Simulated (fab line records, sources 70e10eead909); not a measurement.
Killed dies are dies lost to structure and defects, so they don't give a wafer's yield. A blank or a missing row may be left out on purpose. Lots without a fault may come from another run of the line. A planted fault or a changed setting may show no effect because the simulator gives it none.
fab line records | flow nand_harc
record lots=11 wafers=33 last_day=33
route steps=1302 shown P_ZERO_WELL@61 P_STI@87 P_GATE@119 END@1302
lots that met no fault: from a run of the same line without faults
start_h: hours from the record's first day to the start of the lot's first wafer shown | wait_h: hours since the lot's step before | " the same as in the row above | L1.1+2: a row that stands for several wafers | - no value, or no start given | * or withheld: withheld | < > ~ a bound
route shown NAME@n: a module of which the file shows steps, and the number in the route of the first | usual: mean/standard deviation of fault-free wafers | same: alike in all rows | chamber/n: place in a boat | sites: the reading at each site | _std_site: their standard deviation | _edge_site: outer sites' mean less inner sites' | radius_mm: how far each site lies from the wafer's centre | mask NAME#n: copy n | behind: the tool/chamber that last shaped the wafer | hold: why the lot was held/for how many hours/how that ended | device: the transistor (n, p or np) that didn't switch | end of line: the same wafers' tests at the end of the route | a step without rows: its recipe alone | killed: dies lost to structure and defects at the first sort, not the wafer's yield | map: a wafer's dies, x killed, . not, _ none there
set.NAME: the setting as run; set.NAME@STEP: as run at that earlier step | model.NAME: the simulator's own value behind a step, which no gauge read
steps of the route over a sample of lots; a table a step, a row a wafer
services: from which hour (start_h, from the record's first day; less than 0 if before it) a tool's chamber was out of use, for how many hours, and why
## steps
# step NHARC_P_ZERO_WELL_DESCUM_54
# recipe time_s=3 o2_flow_sccm=200 ar_flow_sccm=0 bias_power_w=0 chemistry=O2
# usual drypump_motor_current_A=5.6/0.44 oes_product_au=1.000/0.0067 rf_vpp_V=58.0/0.88 showerhead_plenum_p_Torr=1.96/0.073 throttle_valve_pct=11.312/0.0087
# columns lot.wafer tool chamber start_h wait_h drypump_motor_current_A oes_product_au rf_hours_counter_h rf_vpp_V showerhead_plenum_p_Torr throttle_valve_pct
L342.2 rie_diel-10 0 25.79 - 5.0 1.002 39 57.7 1.98 11.312
L342.1 " 1 " " 6.4 1.005 41 58.1 2.00 11.308
L342.6 " 2 " " 5.8 0.991 - 59.1 2.06 11.324
L344.2 rie_diel-01 0 45.76 - 5.4 1.010 3 57.4 1.98 11.304
L344.3 " 1 " " 6.1 1.006 3 58.6 2.08 11.294
L344.4 " 2 " " 5.5 1.002 3 58.4 1.97 11.309
L346.4 rie_diel-01 0 66.10 - 5.5 0.990 10 58.1 1.98 11.317
L346.6 " 3 " " 5.8 0.995 - 56.9 1.98 11.311
L346.5 " 0 " " 5.5 0.996 - 57.4 1.98 11.309
L347.2 rie_diel-01 0 76.10 - 5.4 1.005 13 58.5 1.98 11.316
L347.6 " 3 " " 5.8 1.002 - 58.7 1.98 11.313
L347.5 " 0 " " 5.4 1.011 - 57.2 1.98 11.311
L349.1 rie_diel-05 0 95.92 - 5.2 0.998 5 57.1 1.98 11.319
L349.3 " 1 " " 6.1 0.995 10 57.2 1.83 11.310
L349.6 " 0 " " 5.3 1.001 - 59.2 1.98 11.307
L350.2 rie_diel-05 0 106.03 - 5.2 0.999 8 57.1 1.98 11.326
L350.4 " 1 " " 6.1 0.993 14 59.2 1.83 11.323
L350.1 " 2 " " 4.8 1.001 16 58.6 2.05 11.299
L352.3 rie_diel-05 2 125.77 - 4.9 0.994 19 58.0 2.05 11.322
L352.2 " 0 " " 5.3 1.003 13 58.3 1.98 11.320
L352.5 " 2 " " 4.9 0.995 - 58.1 2.05 11.305
L354.2 rie_diel-01 0 145.95 - 5.5 1.005 38 57.8 1.97 11.305
L354.1 " 2 " " 5.5 1.005 41 59.4 1.96 11.311
L354.3 " 0 " " 5.5 0.999 - 56.8 1.97 11.307
L359.2 rie_diel-05 2 195.84 - 4.9 1.002 42 59.9 2.04 11.303
L359.1 " 1 " " 6.1 1.001 40 57.1 1.82 11.321
L359.5 " 3 " " 5.3 1.006 - 56.0 1.87 11.307
L364.3 rie_diel-05 3 246.11 - 5.3 1.000 2 59.7 1.86 11.315
L364.1 " 1 " " 6.1 0.998 2 58.2 1.82 11.306
L364.6 " 0 " " 5.3 0.986 - 60.2 1.97 11.305
L365.2 rie_diel-10 2 256.09 - 5.8 0.995 1 57.1 2.04 11.304
L365.4 " 3 " " 5.9 1.003 1 57.1 1.87 11.320
L365.1 " 0 " " 5.0 1.007 1 58.0 1.95 11.308
# step NHARC_P_STI_DESCUM_14
# recipe time_s=3 o2_flow_sccm=200 ar_flow_sccm=0 bias_power_w=0 chemistry=O2
# usual drypump_motor_current_A=5.7/0.48 oes_product_au=1.001/0.0071 rf_vpp_V=57.9/0.89 showerhead_plenum_p_Torr=1.90/0.078 throttle_valve_pct=11.310/0.0098
# columns lot.wafer tool chamber start_h wait_h drypump_motor_current_A oes_product_au rf_hours_counter_h rf_vpp_V showerhead_plenum_p_Torr throttle_valve_pct
L342.2 rie_diel-12 2 45.24 - 5.7 1.000 12 58.0 1.87 11.309
L342.1 " 3 " " 6.1 0.999 12 56.8 1.86 11.293
L342.6 " 2 " " 5.7 1.004 - 58.4 1.87 11.310
L344.4 rie_diel-12 0 64.05 - 6.5 0.992 14 58.0 1.99 11.324
L344.2 " 2 " " 5.7 0.995 14 58.2 1.87 11.305
L344.3 " 3 " " 6.0 1.002 13 56.7 1.86 11.297
L346.4 rie_diel-12 0 84.81 - 6.5 0.993 16 59.0 1.99 11.329
L346.5 " 0 " " 6.5 0.995 - 58.4 1.99 11.313
L346.6 " 1 " " 5.2 0.990 - 56.7 1.90 11.297
L347.2 rie_diel-02 0 93.60 - 6.1 0.997 2 57.2 1.83 11.302
L347.5 " 2 " " 5.6 1.000 - 59.2 2.06 11.329
L347.6 " 3 " " 5.2 1.009 - 57.1 1.91 11.285
L349.3 rie_diel-02 1 113.80 - 5.4 1.006 2 57.8 2.00 11.305
L349.1 " 2 " " 5.5 0.996 2 58.6 2.06 11.297
L349.6 " 2 " " 5.6 1.005 - 58.6 2.06 11.305
L350.4 rie_diel-12 3 127.03 - 6.0 0.992 2 59.5 1.86 11.318
L350.2 " 0 " " 6.5 0.989 2 57.7 1.99 11.324
L350.1 " 1 " " 5.1 0.999 2 59.7 1.90 11.329
L352.2 rie_diel-13 2 144.55 - 5.7 1.018 11 58.0 1.86 11.293
L352.3 " 3 " " 5.0 1.009 11 56.5 1.81 11.303
L352.5 " 0 " " 6.5 1.001 - 58.8 1.83 11.308
L354.3 rie_diel-13 3 162.31 - 4.9 1.011 12 57.4 1.81 11.305
L354.2 " 0 " " 6.5 0.996 12 59.7 1.83 11.316
L354.1 " 1 " " 5.2 1.009 10 58.3 1.93 11.308
L359.1 rie_diel-02 3 212.46 - 5.3 1.018 7 56.8 1.91 11.304
L359.2 " 1 " " 5.4 1.017 8 57.5 2.00 11.326
L359.5 " 2 " " 5.6 0.996 - 58.9 2.06 11.315
L364.3 rie_diel-02 2 263.24 - 5.6 0.995 2 59.3 2.06 11.309
L364.1 " 0 " " 6.1 0.984 1 58.0 1.83 11.309
L364.6 " 0 " " 6.1 0.994 - 58.2 1.83 11.300
L365.1 rie_diel-02 1 275.92 - 5.4 1.006 1 59.3 2.00 11.303
L365.4 " 2 " " 5.6 1.002 3 57.6 2.06 11.304
L365.2 " 3 " " 5.2 1.011 3 60.0 1.91 11.309
# step NHARC_P_GATE_EXPOSE_08
# recipe na=0.6 dose_mj=16.75 mask_id=P_HV
# usual exposure_dose_mJ_cm2=16.750/0.02
# columns lot.wafer tool chamber start_h wait_h mask exposure_dose_mJ_cm2
L342.1 krf_scanner-03 0 85.73 - P_HV#0 16.743
L342.2 " 0 " " P_HV#0 16.730
L342.6 " 0 " " P_HV#0 16.727
L344.2 krf_scanner-04 0 98.75 - P_HV#0 16.737
L344.3 " 0 " " P_HV#0 16.724
L344.4 " 0 " " P_HV#0 16.738
L346.4 krf_scanner-01 0 123.97 - P_HV#0 16.774
L346.5 " 0 " " P_HV#0 16.774
L346.6 " 0 " " P_HV#0 16.754
L347.2 krf_scanner-01 0 132.96 - P_HV#0 16.769
L347.5 " 0 " " P_HV#0 16.775
L347.6 " 0 " " P_HV#0 16.760
L349.1 krf_scanner-04 0 151.85 - P_HV#0 16.758
L349.3 " 0 " " P_HV#0 16.737
L349.6 " 0 " " P_HV#0 16.761
L350.1 krf_scanner-04 0 166.81 - P_HV#0 16.764
L350.2 " 0 " " P_HV#0 16.755
L350.4 " 0 " " P_HV#0 16.746
L352.2 krf_scanner-04 0 178.83 - P_HV#0 16.762
L352.3 " 0 " " P_HV#0 16.749
L352.5 " 0 " " P_HV#0 16.755
L354.1 krf_scanner-04 0 200.63 - P_PSD#0 16.749
L354.2 " 0 " " P_PSD#0 16.752
L354.3 " 0 " " P_PSD#0 16.759
L359.1 krf_scanner-01 0 252.56 - P_HV#0 16.759
L359.2 " 0 " " P_HV#0 16.764
L359.5 " 0 " " P_HV#0 16.759
L364.1 krf_scanner-04 0 298.90 - P_HV#0 16.775
L364.3 " 0 " " P_HV#0 16.762
L364.6 " 0 " " P_HV#0 16.751
L365.1 krf_scanner-03 0 315.23 - P_HV#0 16.726
L365.2 " 0 " " P_HV#0 16.727
L365.4 " 0 " " P_HV#0 16.749
# step NHARC_P_GATE_CD_MEAS_11
# recipe target_cd_nm=1640 landing_energy_ev=500
# usual cd_nm=1639.6/1.3
# columns lot.wafer tool chamber start_h wait_h cd_nm
L342.1 cd_sem-02 0 85.90 - 1639.5
L342.2 " 0 " " 1639.3
L342.6 " 0 " " 1638.4
L344.2 cd_sem-03 0 98.90 - 1640.4
L344.3 " 0 " " 1639.4
L344.4 " 0 " " 1641.4
L346.4 cd_sem-02 0 124.12 - 1641.0
L346.5 " 0 " " 1640.8
L346.6 " 0 " " 1641.4
L347.2 cd_sem-02 0 133.11 - 1636.9
L347.5 " 0 " " 1639.1
L347.6 " 0 " " 1639.2
L349.1 cd_sem-03 0 152.01 - 1639.7
L349.3 " 0 " " 1640.3
L349.6 " 0 " " 1642.3
L350.1 cd_sem-01 0 166.96 - 1640.2
L350.2 " 0 " " 1640.8
L350.4 " 0 " " 1640.5
L352.2 cd_sem-02 0 178.98 - 1638.2
L352.3 " 0 " " 1638.6
L352.5 " 0 " " 1639.4
L354.1 cd_sem-01 0 200.79 - -
L354.2 " 0 " " -
L354.3 " 0 " " -
L359.1 cd_sem-01 0 252.71 - 1638.2
L359.2 " 0 " " 1640.0
L359.5 " 0 " " 1640.9
L364.1 cd_sem-02 0 299.06 - 1636.7
L364.3 " 0 " " 1638.4
L364.6 " 0 " " 1638.1
L365.1 cd_sem-03 0 315.39 - 1640.6
L365.2 " 0 " " 1640.6
L365.4 " 0 " " 1640.6
# step NHARC_P_GATE_HM_DEP_102
# recipe target_thk_a=1200 temp_c=400 material=aC
# usual throttle_valve_pct=35.001/0.0091
# columns lot.wafer tool chamber start_h wait_h throttle_valve_pct
L342.1 acl_dep-02 0 100.05 1.7 35.002
L342.2 " 0 " " 35.010
L342.6 " 0 " " 35.013
L344.2 acl_dep-02 0 111.65 0.5 35.007
L344.3 " 0 " " 35.001
L344.4 " 0 " " 35.018
L346.4 acl_dep-02 0 142.85 3.3 35.016
L346.5 " 0 " " 35.028
L346.6 " 0 " " 34.992
L347.2 acl_dep-01 0 145.76 0.5 34.995
L347.5 " 0 " " 35.010
L347.6 " 0 " " 34.996
L349.1 acl_dep-02 0 164.67 0.4 35.003
L349.3 " 0 " " 34.996
L349.6 " 0 " " 35.005
L350.1 acl_dep-03 0 180.32 1.5 35.000
L350.2 " 0 " " 34.998
L350.4 " 0 " " 35.023
L352.2 acl_dep-02 0 201.01 6.4 34.999
L352.3 " 0 " " 35.000
L352.5 " 0 " " 34.994
L354.1 acl_dep-03 0 214.96 2.1 34.994
L354.2 " 0 " " 34.998
L354.3 " 0 " " 35.000
L359.1 acl_dep-02 0 266.43 1.3 34.990
L359.2 " 0 " " 35.010
L359.5 " 0 " " 35.014
L364.1 acl_dep-02 0 313.74 2.4 35.011
L364.3 " 0 " " 34.999
L364.6 " 0 " " 34.987
L365.1 acl_dep-01 0 328.10 0.4 34.994
L365.2 " 0 " " 35.017
L365.4 " 0 " " 35.007
# step NHARC_END_SORT_01
# recipe temp_c=25
# usual killed_at_array=46/15 killed_at_other=0.8/1.1 killed_at_periphery=4.0/2.9 killed_dies=50/15 killed_open=3.2/1.8 killed_short=2.3/1.6
# same gross_dies=677
# columns lot.wafer tool chamber start_h wait_h killed_at_array killed_at_other killed_at_periphery killed_dies killed_open killed_short
L354.1 prober-01 0 675.27 2.5 27 0 650 677 2 0
L354.2 prober-01 0 676.07 2.8 45 0 632 677 6 1
L354.3 prober-01 0 676.86 3.1 40 0 637 677 2 1
# killed by level:class
L354.1 P_GATE:area_expose=649 A_CHANNEL_HOLE_D2:chamber_film_flake=10 A_CONTACT:chamber_film_flake=3 A_BLC:chamber_film_flake=3 A_CHANNEL_HOLE_D1:chamber_film_flake=2 A_CHANNEL_FILL_D1:chamber_film_flake=2 A_ONON_D1:geometric_particle:open=1 A_SLIT:geometric_particle:open=1
L354.2 P_GATE:area_expose=631 A_CHANNEL_HOLE_D2:chamber_film_flake=17 A_BLC:chamber_film_flake=8 A_CHANNEL_HOLE_D1:chamber_film_flake=5 A_CONTACT:chamber_film_flake=4 A_SLIT:chamber_film_flake=3 A_ONON_D1:geometric_particle:open=2 A_SGD_CUT:geometric_particle:open=2
L354.3 P_GATE:area_expose=636 A_CHANNEL_HOLE_D2:chamber_film_flake=11 A_CONTACT:chamber_film_flake=7 A_BLC:chamber_film_flake=6 A_CHANNEL_HOLE_D1:chamber_film_flake=5 A_DECK1_JOINT:chamber_film_flake=4 A_STAIRCASE:chamber_film_flake=2 A_SLIT:chamber_film_flake=2
## services
# columns tool chamber start_h hours kind
krf_scanner-04 - 10.00 4.0 pm
rie_diel-01 - 15.69 0.5 repair
rie_diel-02 3 16.58 3.2 repair
rie_diel-01 - 27.01 9.0 pm
rie_diel-05 - 36.00 0.8 repair
rie_diel-02 - 39.70 9.0 pm
rie_diel-01 2 46.07 2.9 repair
krf_scanner-04 - 46.22 0.9 repair
rie_diel-05 - 52.60 9.0 pm
rie_diel-02 2 58.53 6.3 repair
acl_dep-02 - 62.05 13.0 pm
rie_diel-02 - 83.21 1.7 repair
rie_diel-12 - 89.65 0.2 repair
rie_diel-05 - 94.72 0.4 repair
rie_diel-05 - 130.43 1.3 repair
krf_scanner-04 - 155.82 2.3 repair
rie_diel-02 3 158.34 2.5 repair
krf_scanner-04 - 182.00 4.0 pm
rie_diel-02 - 216.70 9.0 pm
rie_diel-05 - 229.62 9.0 pm
acl_dep-02 - 243.05 13.0 pm
krf_scanner-04 - 244.51 1.6 repair
rie_diel-05 3 247.37 4.5 repair
rie_diel-02 1 257.31 18.0 repair
## key
first_sign step=NHARC_P_GATE_EXPOSE_08 reading=mask direction=changed
effect step=NHARC_P_GATE_CD_MEAS_11 reading=cd_nm direction=missing
effect step=NHARC_END_SORT_01 reading=killed_at_periphery direction=up sigmas=99+ usual=4.0 struck=639.7
more_kills_born_at NHARC_P_GATE_EXPOSE_08@krf_scanner-04=1916
met_at NHARC_P_GATE_EXPOSE_08
struck_lots L354
later_rows_left_out L354.1,L354.2,L354.3
tester_left_out L354
not_acting_at NHARC_P_ZERO_WELL_DESCUM_54,NHARC_P_STI_DESCUM_14,NHARC_P_GATE_HM_DEP_102
onset_between 178.83 200.63
fault kind=wrong_mask tool=any chamber=- onset_h=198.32 steps=NHARC_P_GATE_EXPOSE_08 aux_copy=P_PSD#0 scope=struck_lots_only
# tester_left_out: of these lots the tester's yield and bins aren't shown, on N5 and GAA mostly nor the transistor test; their killed dies are dies lost to structure and defects alone, not to doping, threshold or leakage, so they don't give the yield
# later_rows_left_out: the simulator's readings of these wafers behind a module that went badly wrong aren't trusted and aren't shown, but for the sort
